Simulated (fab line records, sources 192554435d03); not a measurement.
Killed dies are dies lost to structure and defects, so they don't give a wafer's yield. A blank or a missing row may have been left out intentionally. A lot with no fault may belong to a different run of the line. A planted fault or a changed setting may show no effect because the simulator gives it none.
Which tool is to blame? -- flow n5_finfet -- Sampling: 12 lots, 36 wafers, 2 of 1938 route steps

## WHAT THE GAUGES SHOWED, per wafer
N5_BEOL_M4_OVL_MEAS_12.
lot,measured,on,M4_OVL (nm)
L075,day 7 21:14,overlay-01,0.7 0.2 0.5
L078,day 8 04:01,overlay-01,0.5 0.0 -0.6
L079,day 8 17:08,overlay-01,0.4 0.1 2.1
L081,day 9 10:51,overlay-01,0.6 0.1 0.2
L083,day 9 15:46,overlay-02,0.3 -0.8 0.5
L086,day 10 06:20,overlay-01,-0.9 -1.2 -0.7
L087,day 10 15:01,overlay-02,-0.3 -0.8 -0.3
L089,day 11 23:19,overlay-01,-0.5 -1.7 -0.6
L092,day 12 02:20,overlay-02,0.5 0.0 0.0
L093,day 12 13:32,overlay-02,-1.1 0.1 -0.4
L097,day 13 04:02,overlay-02,0.2 0.7 0.6
L095,day 13 06:16,overlay-02,-0.7 -1.3 -1.5

## TOOL THAT RAN EACH LOT (tool first, then ch and the chambers of the sampled wafers, then the start)
lot,N5_BEOL_M3_ANNEAL_51
L075,"rtp_anneal-01 ch 0, day 7 19:19"
L078,"rtp_anneal-02 ch 0, day 8 01:59"
L079,"rtp_anneal-02 ch 0, day 8 13:14"
L081,"rtp_anneal-01 ch 0, day 9 08:41"
L083,"rtp_anneal-02 ch 0, day 9 13:38"
L086,"rtp_anneal-01 ch 0, day 10 04:17"
L087,"rtp_anneal-02 ch 0, day 10 13:05"
L089,"rtp_anneal-01 ch 0, day 11 20:43"
L092,"rtp_anneal-02 ch 0, day 11 23:59"
L093,"rtp_anneal-01 ch 0, day 12 11:19"
L097,"rtp_anneal-01 ch 0, day 13 02:23"
L095,"rtp_anneal-02 ch 0, day 13 04:37"
- N5_BEOL_M3_ANNEAL_51: time 90 s.

## THE ANSWER, worked out from the rows above alone
Rule: the lots themselves supply what counts as usual. The widest of any qualifying gaps counts: lots, ordered by their means at a reading, are off when they make up no more than a third of the lots, leave a main group of 4 or more, and stand apart from it by 3 or more times the standard deviation of that group's means. A main group is skipped when, at the precision printed for the reading in the tables above, its means are all equal. Also off: a lot with no number at a reading for which 4 or more lots have one. Any other lot the step has rows for is counted as sound.
None of the lots is off at any reading shown; this tells nothing.

## WHAT THE SIMULATOR PUT IN
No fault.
